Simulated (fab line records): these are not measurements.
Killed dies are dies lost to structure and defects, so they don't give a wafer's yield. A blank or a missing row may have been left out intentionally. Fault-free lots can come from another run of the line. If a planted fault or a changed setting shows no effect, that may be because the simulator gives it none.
fab line records ; flow nand-harc
record lots=11; wafers=33; last-day=24
route steps=1159 shown A_CHANNEL_HOLE_D1@462 END@1159
lots with no fault: from the same line, run without faults
start-h: hours from the record's first day to the start of the lot's first wafer shown ; wait-h: how many hours have passed since the lot's step before this one ; " the same as in the row above ; L1.1+2: a row that stands for several wafers ; - either no value or no given start ; * or withheld: withheld ; < > ~ a bound
route shown NAME@n: a module of which the file shows steps, and the number in the route of the first ; usual: mean/standard deviation taken from wafers without a fault ; same: alike in all rows ; chamber/n: place in a boat ; sites: readings site by site ; _std_site: how widely they spread, as a standard deviation ; _edge_site: mean of outer sites minus mean of inner sites ; radius-mm: for every site, how far away it sits from the centre of the wafer ; mask NAME#n: copy n ; behind: tool/chamber where the wafer was last shaped ; hold: the reason the lot was held/the length of the hold in hours/how it ended ; device: which transistor (n, p or np) failed to switch ; end of line: the tests these same wafers got at the end of their route ; step lacking rows: just its recipe ; killed: dies lost to structure and defects at the first sort, not the wafer's yield ; map: per-die view of a wafer (x killed, . not killed, _ where there is no die)
set.NAME: the run value of the setting; set.NAME@STEP: its run value at that earlier step ; model.NAME: the simulator's own value behind a step, which no gauge read
route steps across a sampled set of lots; one table per step, one row per wafer
services: from which hour (start-h, from the record's first day; less than 0 if before it) a tool's chamber was out of use, for how many hours, and why
## steps
# step NHARC_A_CHANNEL_HOLE_D1_CD_MEAS_10
# recipe target-cd-nm=100; landing-energy-ev=500
# usual cd-nm=100.2/0.63
lot.wafer;tool;chamber;start-h;wait-h;cd-nm
L844.3;cd-sem-01;0;193.55;-;99.3
L844.4;cd-sem-01;0;193.55;-;99.5
L844.5;cd-sem-01;0;193.55;-;100.0
L845.4;cd-sem-03;0;195.61;-;100.7
L845.5;cd-sem-03;0;195.61;-;99.7
L845.6;cd-sem-03;0;195.61;-;100.1
L846.1;cd-sem-02;0;195.75;-;100.9
L846.2;cd-sem-02;0;195.75;-;100.0
L846.6;cd-sem-02;0;195.75;-;99.9
L849.2;cd-sem-03;0;209.51;-;100.4
L849.3;cd-sem-03;0;209.51;-;100.3
L849.5;cd-sem-03;0;209.51;-;100.9
L855.4;cd-sem-03;0;248.15;-;100.1
L855.5;cd-sem-03;0;248.15;-;100.8
L855.6;cd-sem-03;0;248.15;-;100.4
L857.1;cd-sem-01;0;262.32;-;99.4
L857.5;cd-sem-01;0;262.32;-;99.8
L857.6;cd-sem-01;0;262.32;-;100.2
L859.3;cd-sem-03;0;269.42;-;100.0
L859.5;cd-sem-03;0;269.42;-;100.3
L859.6;cd-sem-03;0;269.42;-;100.7
L861.2;cd-sem-01;0;280.33;-;100.4
L861.4;cd-sem-01;0;280.33;-;100.2
L861.6;cd-sem-01;0;280.33;-;100.5
L862.1;cd-sem-03;0;288.17;-;100.8
L862.2;cd-sem-03;0;288.17;-;100.7
L862.5;cd-sem-03;0;288.17;-;100.3
L864.1;cd-sem-01;0;303.27;-;101.1
L864.3;cd-sem-01;0;303.27;-;100.5
L864.5;cd-sem-01;0;303.27;-;100.9
L865.1;cd-sem-02;0;324.06;-;100.3
L865.2;cd-sem-02;0;324.06;-;99.7
L865.3;cd-sem-02;0;324.06;-;99.5
# step NHARC_A_CHANNEL_HOLE_D1_ETCH_16
# recipe target-depth-a=31000; over-etch-frac=0.3; time-s=806; ion-energy-ev=150; o2-flow-sccm=400; cos-flow-sccm=20; ar-flow-sccm=0; rf-w=500; bias-w=300; chemistry=O2/COS
# usual bias-w=300.0/0.95; chamber-pressure-mTorr=20.000/0.019; drypump-motor-current-A=5.89/0.24; mfc-ar-sccm=0.017/0.016; oes-product-au=0.999/0.011; rf-vpp-V=313.8/1.5; showerhead-plenum-p-Torr=3.10/0.09; throttle-valve-pct=28.330/0.009
lot.wafer;tool;chamber;start-h;wait-h;bias-w;chamber-pressure-mTorr;drypump-motor-current-A;mfc-ar-sccm;oes-product-au;rf-hours-counter-h;rf-vpp-V;showerhead-plenum-p-Torr;throttle-valve-pct
L844.4;rie-diel-10;3;194.32;-;299.2;19.983;6.20;0;0.983;0;312.8;3.05;28.322
L844.3;rie-diel-10;0;194.32;-;298.8;20.002;5.90;0.039;0.985;0;315.3;3.19;28.321
L844.5;rie-diel-10;3;194.32;-;299.6;19.997;6.15;0;0.988;-;313.7;3.05;28.342
L845.4;rie-diel-02;3;196.31;-;-;-;-;-;-;-;-;-;-
L845.6;rie-diel-02;3;196.31;-;-;-;-;-;-;-;-;-;-
L845.5;rie-diel-02;0;196.31;-;-;-;-;-;-;-;-;-;-
L846.1;rie-diel-10;3;196.61;-;-;-;-;-;-;-;-;-;-
L846.2;rie-diel-10;1;196.61;-;-;-;-;-;-;-;-;-;-
L846.6;rie-diel-10;3;196.61;-;-;-;-;-;-;-;-;-;-
L849.3;rie-diel-02;3;210.29;-;-;-;-;-;-;-;-;-;-
L849.2;rie-diel-02;1;210.29;-;-;-;-;-;-;-;-;-;-
L849.5;rie-diel-02;3;210.29;-;-;-;-;-;-;-;-;-;-
L855.4;rie-diel-02;3;249.21;-;300.3;19.994;5.91;0.040;0.999;6;312.1;3.01;28.322
L855.5;rie-diel-02;1;249.21;-;300.5;19.998;6.05;0.002;1.008;-;312.4;3.07;28.338
L855.6;rie-diel-02;2;249.21;-;300.0;20.006;6.05;0.024;1.008;-;317.6;3.28;28.327
L857.1;rie-diel-02;0;263.15;-;301.3;19.998;5.82;0.039;1.009;7;317.0;3.22;28.335
L857.5;rie-diel-02;2;263.15;-;301.4;20.017;6.03;0.024;1.005;-;315.1;3.28;28.320
L857.6;rie-diel-02;3;263.15;-;301.2;19.979;5.89;0.040;1.003;-;313.6;3.01;28.322
L859.3;rie-diel-02;3;270.24;-;300.0;19.999;5.92;0.040;1.001;8;312.1;3.01;28.338
L859.6;rie-diel-02;1;270.24;-;298.1;20.032;6.06;0.002;1.018;-;313.5;3.07;28.326
L859.5;rie-diel-02;2;270.24;-;299.8;19.976;6.05;0.024;1.009;-;316.7;3.28;28.331
L861.2;rie-diel-10;3;281.16;-;302.4;19.987;6.22;0;0.998;7;313.9;3.05;28.329
L861.4;rie-diel-10;0;281.16;-;298.4;19.968;5.86;0.039;0.985;7;315.1;3.19;28.329
L861.6;rie-diel-10;1;281.16;-;299.2;20.024;5.35;0.022;1.007;-;312.2;2.98;28.324
L862.1;rie-diel-10;2;288.94;-;301.2;20.004;5.85;0;0.996;9;312.5;3.07;28.333
L862.2;rie-diel-10;3;288.94;-;299.5;20.040;6.19;0;0.983;7;312.6;3.05;28.342
L862.5;rie-diel-10;2;288.94;-;300.5;19.988;5.85;0;1.001;-;313.9;3.07;28.328
L864.3;rie-diel-02;3;304.04;-;299.5;20.008;5.90;0.040;1.008;11;313.0;3.01;28.327
L864.1;rie-diel-02;1;304.04;-;299.8;20.023;6.06;0.002;1.023;11;314.5;3.07;28.339
L864.5;rie-diel-02;2;304.04;-;299.3;19.980;6.01;0.024;1.010;-;316.6;3.28;28.340
L865.2;rie-diel-10;2;324.78;-;299.9;20.003;5.86;0;1.004;11;313.0;3.07;28.329
L865.1;rie-diel-10;3;324.78;-;299.0;19.956;6.20;0;0.985;9;312.9;3.05;28.341
L865.3;rie-diel-10;0;324.78;-;298.9;20.016;5.87;0.039;0.996;10;315.0;3.19;28.343
# step NHARC_A_CHANNEL_HOLE_D1_ETCH_19
# recipe bias-v=1200; source-w=2500; pressure-mtorr=15; time-s=34.5; ar-flow-sccm=375; c4f8-flow-sccm=28.8; o2-flow-sccm=96.2; temp-c=-20; target-depth-a=*; chemistry=C4F8/O2/Ar
# usual bias-v=1200/11; c4f8-flow-sccm=28.78/0.096; drypump-motor-current-A=5.7/0.51; mfc-ar-sccm=375.2/1.3; showerhead-plenum-p-Torr=3.71/0.1; throttle-valve-pct=37.038/0.009
lot.wafer;tool;chamber;start-h;wait-h;bias-v;c4f8-flow-sccm;drypump-motor-current-A;mfc-ar-sccm;rf-hours-counter-h;showerhead-plenum-p-Torr;throttle-valve-pct
L844.4;har-etch-01;1;194.96;0.1;1210;28.75;5.2;373.9;-;3.65;37.029
L844.3;har-etch-01;0;194.96;0.1;1204;28.77;6.1;374.3;-;3.79;37.046
L844.5;har-etch-01;1;194.96;0.1;1202;28.66;5.2;374.8;-;3.65;37.043
L845.4;har-etch-01;0;199.16;2.3;1189;28.87;6.2;377.7;-;3.79;37.039
L845.6;har-etch-01;1;199.16;2.3;1189;28.81;5.2;373.3;-;3.64;37.032
L845.5;har-etch-01;0;199.16;2.3;1186;28.69;6.1;376.1;-;3.79;37.015
L846.2;har-etch-02;1;199.24;2.1;1194;28.79;5.2;374.0;117;3.60;37.025
L846.1;har-etch-02;0;199.24;2.1;1187;28.84;6.3;376.1;117;3.85;37.041
L846.6;har-etch-02;0;199.24;2.1;1187;28.63;6.3;375.6;-;3.85;37.044
L849.2;har-etch-01;0;210.90;0.1;1234;28.76;6.1;374.7;192;3.79;37.027
L849.3;har-etch-01;1;210.90;0.1;1217;28.66;5.2;376.2;-;3.64;37.057
L849.5;har-etch-01;1;210.90;0.1;1195;28.77;5.2;375.5;-;3.64;37.038
L855.4;har-etch-02;1;253.53;3.8;1188;28.96;5.2;376.4;-;3.58;37.043
L855.6;har-etch-02;0;253.53;3.8;1207;28.93;6.3;376.6;-;3.84;37.035
L855.5;har-etch-02;1;253.53;3.8;1174;29.04;5.2;374.1;-;3.58;37.031
L857.1;har-etch-02;1;263.69;0.1;1185;28.65;5.2;375.8;148;3.58;37.027
L857.6;har-etch-02;1;263.69;0.1;1199;28.67;5.2;373.3;-;3.58;37.034
L857.5;har-etch-02;0;263.69;0.1;1211;28.98;6.3;374.1;-;3.83;37.038
L859.3;har-etch-01;1;271.06;0.3;1210;28.86;5.3;375.5;-;3.62;37.040
L859.5;har-etch-01;0;271.06;0.3;1194;28.66;6.1;375.0;-;3.77;37.038
L859.6;har-etch-01;1;271.06;0.3;1209;28.72;5.2;374.3;-;3.62;37.046
L861.2;har-etch-01;0;281.71;0.1;1194;28.77;6.1;372.8;228;3.77;37.039
L861.4;har-etch-01;1;281.71;0.1;1207;28.77;5.2;376.1;-;3.62;37.017
L861.6;har-etch-01;0;281.71;0.1;1189;28.79;6.1;374.8;-;3.77;37.037
L862.2;har-etch-01;0;289.54;0.1;1186;28.73;6.2;376.6;233;3.76;37.022
L862.1;har-etch-01;1;289.54;0.1;1176;28.93;5.2;374.7;233;3.62;37.025
L862.5;har-etch-01;0;289.54;0.1;1201;28.78;6.2;376.5;-;3.76;37.021
L864.1;har-etch-02;0;304.63;0.1;1206;28.66;6.3;375.4;166;3.82;37.053
L864.3;har-etch-02;0;304.63;0.1;1202;28.71;6.3;379.6;-;3.82;37.044
L864.5;har-etch-02;1;304.63;0.1;1206;28.75;5.2;376.7;-;3.57;37.045
L865.2;har-etch-01;0;325.44;0.1;1203;28.74;6.1;377.8;0;3.76;37.022
L865.1;har-etch-01;1;325.44;0.1;1208;28.75;5.2;375.0;0;3.61;37.046
L865.3;har-etch-01;1;325.44;0.1;1210;28.62;5.3;372.9;-;3.61;37.055
# step NHARC_A_CHANNEL_HOLE_D1_ETCH_23
# recipe bias-v=5000; source-w=withheld; pressure-mtorr=20; time-s=819; ar-flow-sccm=375; c4f8-flow-sccm=89.3; o2-flow-sccm=35.7; temp-c=-20; target-depth-a=16000; chemistry=C4F8/O2/Ar
# usual c4f8-flow-sccm=89.3/0.3; chamber-pressure-mTorr=20.001/0.019; drypump-motor-current-A=5.7/0.51; mfc-ar-sccm=375.0/1.1; showerhead-plenum-p-Torr=3.67/0.098; throttle-valve-pct=32.155/0.009
lot.wafer;tool;chamber;start-h;wait-h;c4f8-flow-sccm;chamber-pressure-mTorr;drypump-motor-current-A;mfc-ar-sccm;rf-hours-counter-h;showerhead-plenum-p-Torr;throttle-valve-pct
L844.4;har-etch-01;1;196.59;0.5;89.7;19.979;5.2;378.4;-;3.61;32.143
L844.3;har-etch-01;0;196.59;0.5;89.1;19.980;6.2;373.6;-;3.75;32.147
L844.5;har-etch-01;1;196.59;0.5;89.5;20.004;5.2;376.2;-;3.61;32.152
L846.2;har-etch-02;1;200.67;0.5;89.3;19.978;5.2;373.5;118;3.56;32.153
L846.1;har-etch-02;0;200.67;0.5;88.9;20.010;6.3;376.4;118;3.80;32.145
L846.6;har-etch-02;0;200.67;0.5;88.9;19.994;6.3;375.1;-;3.80;32.166
L845.4;har-etch-01;0;200.87;0.5;88.5;19.978;6.2;376.8;-;3.75;32.148
L845.6;har-etch-01;1;200.87;0.5;89.6;20.008;5.2;375.4;-;3.60;32.160
L845.5;har-etch-01;0;200.87;0.5;89.1;20.011;6.2;375.9;-;3.75;32.143
L849.2;har-etch-01;0;212.33;0.5;89.0;19.999;6.2;375.7;194;3.74;32.153
L849.3;har-etch-01;1;212.33;0.5;89.4;19.976;5.2;375.1;-;3.60;32.151
L849.5;har-etch-01;1;212.33;0.5;89.0;19.994;5.3;375.1;-;3.60;32.155
L855.4;har-etch-02;1;255.27;0.5;89.5;19.989;5.2;372.8;-;3.55;32.151
L855.6;har-etch-02;0;255.27;0.5;89.3;19.996;6.3;373.0;-;3.79;32.164
L855.5;har-etch-02;1;255.27;0.5;89.4;19.977;5.2;372.4;-;3.55;32.153
L857.1;har-etch-02;1;265.12;0.5;89.4;20.006;5.2;374.5;149;3.54;32.148
L857.6;har-etch-02;1;265.12;0.5;88.7;19.983;5.2;374.0;-;3.54;32.149
L857.5;har-etch-02;0;265.12;0.5;89.2;20.022;6.3;375.4;-;3.79;32.151
L859.3;har-etch-01;1;272.78;0.5;89.7;19.986;5.2;376.7;-;3.58;32.155
L859.5;har-etch-01;0;272.78;0.5;89.5;19.998;6.1;375.6;-;3.72;32.148
L859.6;har-etch-01;1;272.78;0.5;89.3;20.003;5.2;375.2;-;3.58;32.156
L861.2;har-etch-01;0;283.25;0.5;89.3;19.982;6.2;373.8;229;3.72;32.157
L861.4;har-etch-01;1;283.25;0.5;89.4;19.962;5.2;375.4;-;3.58;32.159
L861.6;har-etch-01;0;283.25;0.5;89.2;20.022;6.2;374.0;-;3.72;32.162
L862.2;har-etch-01;0;290.98;0.5;89.0;20.012;6.1;375.4;234;3.72;32.162
L862.1;har-etch-01;1;290.98;0.5;88.7;19.953;5.2;375.5;234;3.58;32.149
L862.5;har-etch-01;0;290.98;0.5;89.1;20.008;6.1;374.9;-;3.72;32.162
L864.1;har-etch-02;0;306.07;0.5;89.6;19.996;6.3;377.6;167;3.78;32.161
L864.3;har-etch-02;0;306.07;0.5;89.6;19.988;6.3;375.2;-;3.78;32.170
L864.5;har-etch-02;1;306.07;0.5;89.2;19.974;5.2;374.9;-;3.53;32.149
L865.2;har-etch-01;0;326.89;0.5;89.4;20.002;6.1;374.9;1;3.71;32.148
L865.1;har-etch-01;1;326.89;0.5;89.6;19.982;5.2;375.4;1;3.57;32.158
L865.3;har-etch-01;1;326.89;0.5;89.4;20.021;5.2;375.8;-;3.57;32.149
# step NHARC_END_SORT_01
# recipe temp-c=25
# usual killed-at-array=29/9.4; killed-at-other=0.7/1.3; killed-at-periphery=2.9/2.1; killed-dies=32/9; killed-open=3.3/1.8; killed-short=1.9/1.4
# same gross-dies=677
lot.wafer;tool;chamber;start-h;wait-h;killed-at-array;killed-at-other;killed-at-periphery;killed-dies;killed-open;killed-short
L846.1;prober-02;0;479.22;2.5;675;0;2;677;3;1
L846.2;prober-02;0;480.01;2.8;675;1;1;677;4;1
L846.6;prober-02;0;483.16;3.9;675;1;1;677;4;1
L849.2;prober-01;0;488.00;2.8;675;1;1;677;2;1
L849.3;prober-01;0;488.82;3.1;672;1;4;677;1;1
L849.5;prober-01;0;490.47;3.8;674;1;2;677;3;1
L845.4;prober-02;0;489.36;3.4;675;0;2;677;2;1
L845.5;prober-02;0;490.16;3.7;677;0;0;677;3;1
L845.6;prober-02;0;490.96;4.0;675;0;2;677;5;1
# killed by level:class
L846.1 A_CHANNEL_HOLE_D1:area-etch=638 A_SLIT:chamber-film-flake=12 A_CHANNEL_HOLE_D1:chamber-film-flake=6 A_STAIRCASE:chamber-film-flake=5 A_CONTACT:chamber-film-flake=5 A_ZERO_WELL:chamber-film-flake=4 P_M0:geometric-particle:open=1 A_CHANNEL_FILL_D1:geometric-particle:open=1
L846.2 A_CHANNEL_HOLE_D1:area-etch=642 A_SLIT:chamber-film-flake=11 A_CONTACT:chamber-film-flake=5 A_CHANNEL_HOLE_D1:chamber-film-flake=4 A_STAIRCASE:chamber-film-flake=4 A_CHANNEL_FILL_D1:geometric-particle:open=2 A_WL_FILL:chamber-film-flake=2 A_M0:chamber-film-flake=2
L846.6 A_CHANNEL_HOLE_D1:area-etch=645 A_STAIRCASE:chamber-film-flake=10 A_SLIT:chamber-film-flake=6 A_CONTACT:chamber-film-flake=4 A_WL_FILL:chamber-film-flake=3 A_WL_FILL:geometric-particle:open=2 A_CHANNEL_HOLE_D1:chamber-film-flake=2 P_GATE:geometric-particle:open=1
L849.2 A_CHANNEL_HOLE_D1:area-etch=635 A_CHANNEL_HOLE_D1:chamber-film-flake=16 A_SLIT:chamber-film-flake=12 A_STAIRCASE:chamber-film-flake=5 A_WL_FILL:chamber-film-flake=3 P_M0:geometric-particle:open=1 A_CHANNEL_FILL_D1:geometric-particle:short=1 A_M0:geometric-particle:open=1
L849.3 A_CHANNEL_HOLE_D1:area-etch=643 A_SLIT:chamber-film-flake=13 A_CHANNEL_HOLE_D1:chamber-film-flake=8 P_ZERO_WELL:chamber-film-flake=3 A_WL_FILL:chamber-film-flake=3 A_ONON_D1:geometric-particle:short=1 A_M0:geometric-particle:open=1 P_CONTACT:chamber-film-flake=1
L845.4 A_CHANNEL_HOLE_D1:area-etch=659 A_CHANNEL_HOLE_D1:chamber-film-flake=7 A_STAIRCASE:chamber-film-flake=3 A_CONTACT:chamber-film-flake=3 P_M0:geometric-particle:open=1 A_WL_FILL:geometric-particle:open=1 A_CONTACT:geometric-particle:short=1 P_STI:chamber-film-flake=1
L845.5 A_CHANNEL_HOLE_D1:area-etch=656 A_CHANNEL_HOLE_D1:chamber-film-flake=13 A_M0:geometric-particle:open=2 A_WL_FILL:chamber-film-flake=2 A_WL_FILL:geometric-particle:short=1 A_BLC:geometric-particle:open=1 A_ZERO_WELL:chamber-film-flake=1 A_STAIRCASE:chamber-film-flake=1
L849.5 A_CHANNEL_HOLE_D1:area-etch=644 A_SLIT:chamber-film-flake=12 A_CHANNEL_HOLE_D1:chamber-film-flake=9 A_CONTACT:chamber-film-flake=4 A_WL_FILL:geometric-particle:open=2 A_M0:geometric-particle:open=1 A_M0:geometric-particle:short=1 P_ZERO_WELL:chamber-film-flake=1
L845.6 A_CHANNEL_HOLE_D1:area-etch=648 A_CHANNEL_HOLE_D1:chamber-film-flake=14 A_CONTACT:chamber-film-flake=4 A_STAIRCASE:chamber-film-flake=3 A_CONTACT:geometric-particle:open=2 P_M0:geometric-particle:open=1 A_SOURCE_PLATE:geometric-particle:open=1 A_CHANNEL_FILL_D1:geometric-particle:short=1
## services
tool;chamber;start-h;hours;kind
rie-diel-02;3;175.22;6.3;repair
har-etch-01;-;175.79;13.5;repair
rie-diel-10;-;176.50;9.0;pm
rie-diel-02;0;184.20;-;clean
rie-diel-02;1;184.20;-;clean
rie-diel-02;2;184.20;-;clean
rie-diel-02;3;184.20;-;clean
rie-diel-02;0;208.70;-;clean
rie-diel-02;1;208.70;-;clean
rie-diel-02;2;208.70;-;clean
rie-diel-10;3;233.23;27.6;repair
rie-diel-02;3;242.07;2.6;repair
rie-diel-10;1;251.93;5.6;repair
rie-diel-10;1;269.48;8.4;repair
rie-diel-02;2;276.61;13.7;repair
rie-diel-02;0;285.70;17.1;repair
har-etch-02;-;293.99;3.9;repair
har-etch-01;-;308.44;17.0;pm
har-etch-01;0;308.44;17.0;vent-cycle
har-etch-01;1;308.44;17.0;vent-cycle
har-etch-01;0;325.44;-;clean
har-etch-01;0;325.44;-;consumable-replace:focus-ring
har-etch-01;1;325.44;-;clean
har-etch-01;1;325.44;-;consumable-replace:focus-ring
## key
first-sign step=NHARC_A_CHANNEL_HOLE_D1_ETCH_16; reading=tool-record; direction=missing
effect step=NHARC_END_SORT_01; reading=killed-dies; direction=up; sigmas=72; usual=32; struck=677
more-kills-born-at NHARC_A_CHANNEL_HOLE_D1_ETCH_16@rie-diel-02=3885; NHARC_A_CHANNEL_HOLE_D1_ETCH_16@rie-diel-10=1925
met-at NHARC_A_CHANNEL_HOLE_D1_ETCH_16
struck-lots L845,L846,L849
later-rows-left-out L845.4,L845.5,L845.6,L846.1,L846.2,L846.6,L849.2,L849.3,L849.5
tester-left-out L845,L846,L849
not-acting-at NHARC_A_CHANNEL_HOLE_D1_CD_MEAS_10,NHARC_A_CHANNEL_HOLE_D1_ETCH_19,NHARC_A_CHANNEL_HOLE_D1_ETCH_23
onset-between 194.32 196.31
fault kind=skipped-step-whole; tool=rie-diel-02,rie-diel-10; chamber=-; onset-h=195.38; steps=NHARC_A_CHANNEL_HOLE_D1_ETCH_16; scope=struck-lots-only
# tester-left-out: of these lots the tester's yield and bins aren't shown, on N5 and GAA mostly nor the transistor test; their killed dies are dies lost to structure and defects alone, not to doping, threshold or leakage, so they don't give the yield
# later-rows-left-out: the simulator's readings of these wafers behind a module that went badly wrong aren't trusted and aren't shown, but for the sort
